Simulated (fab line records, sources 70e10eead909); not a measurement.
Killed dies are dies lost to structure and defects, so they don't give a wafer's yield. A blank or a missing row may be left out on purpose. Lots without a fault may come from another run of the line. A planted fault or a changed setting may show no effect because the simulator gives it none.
Problem report in the 8D (eight disciplines) form, filled by code | flow nand_harc | the parts of the form that need people (team, actions taken, sign-off) are left out

1. THE PROBLEM
cd_nm at NHARC_P_M2_CD_MEAS_09 reads a mean of 193.0 nm on 6 wafers of 2 lots; wafers without a fault read 169.7 nm with a standard deviation of 0.64. That is +36 standard deviations from the usual mean.
The step: target cd 170 nm.
First seen on wafer L128.4, day 10 04:11, on cd_sem-03. The record holds 36 wafers of 12 lots with a number at this step. Rule for "out", or "out of limits": more than 4 standard deviations from the usual mean. The other wafers with a number count as sound.

2. WHAT IT IS AND WHAT IT IS NOT
question                    | is                     | is not
which readings at this step | cd_nm                  | -
which lots                  | L128, L131             | L120, L121, L122, L124, L125, L137, L138, L139, L140, L141
which wafers of those lots  | all that have a number | -
read on which gauges        | cd_sem-01, cd_sem-03   | cd_sem-02
when                        | from day 10 04:11      | up to then (15 sound wafers); but 15 sound wafers of L137, L138, L139, L140, L141 came after

3. SUSPECTS, AND WHAT RULES EACH OUT
Counting: a tool at a process step up to the reading stays a suspect if it ran every lot that is out and no sound lot after the first of them.
- the gauge at NHARC_P_M2_CD_MEAS_09: ruled out. The wafers that are out were read on 2 gauges (cd_sem-01, cd_sem-03).
- pecvd-03 at NHARC_P_M1_DEP_33 (deposits SiCN, target thk 30 nm): ruled out as a lasting fault. Sound lots L139, L140 ran on it after its first lot that is out, L128 (day 10 03:04).
- litho_track-04 at NHARC_P_M2_PEB_07 (peb time 65 s): ruled out as a lasting fault. Sound lots L138 ran on it after its first lot that is out, L128 (day 10 04:06).
Left after counting: nothing in the record.

4. THE CAUSE (what the simulator had put in)
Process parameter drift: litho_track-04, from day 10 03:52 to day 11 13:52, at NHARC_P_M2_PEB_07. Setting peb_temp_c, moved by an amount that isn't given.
Counting ruled it out, wrongly: the rule takes a fault to strike every lot that its tool runs from its start on, and this one did not.

5. THE CHAIN OF EFFECTS, in route order
Each row: a reading whose mean over the struck wafers that have a number lies more than 3 standard deviations from the usual. Only readings for which the record gives a usual standard deviation are gone through. hours: the time from each lot's start at the first step in this table that gives one to its start at this step, as a median over the lots. sigmas: the change in usual standard deviations.
hours | step                  | reading              | usual    | on struck wafers | change | sigmas
0     | NHARC_P_M2_PEB_07     | heater_power_total_W | 156.7 W  | 174.5            | +17.8  | +46
0     | NHARC_P_M2_PEB_07     | plate_temp_C         | 100.00 C | 108.20           | +8.20  | +63
0     | NHARC_P_M2_CD_MEAS_09 | cd_nm                | 169.7 nm | 193.0            | +23.3  | +36
The process steps in it:
- NHARC_P_M2_PEB_07: peb time 65 s.
Later measuring or inspecting steps at which every struck wafer that the step has a row for has a number for every such reading, and none has moved that far: NHARC_END_SORT_01.

6. WHAT WOULD HAVE CAUGHT IT SOONER
In this record the first reading out of limits at a measuring or inspecting step was taken at day 10 04:11, 0 hours after the fault began at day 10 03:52.
The tool's own readings at NHARC_P_M2_PEB_07 were out on every struck wafer that the step has a row for (heater_power_total_W, plate_temp_C): an alarm limit on them would have fired on the first of those.
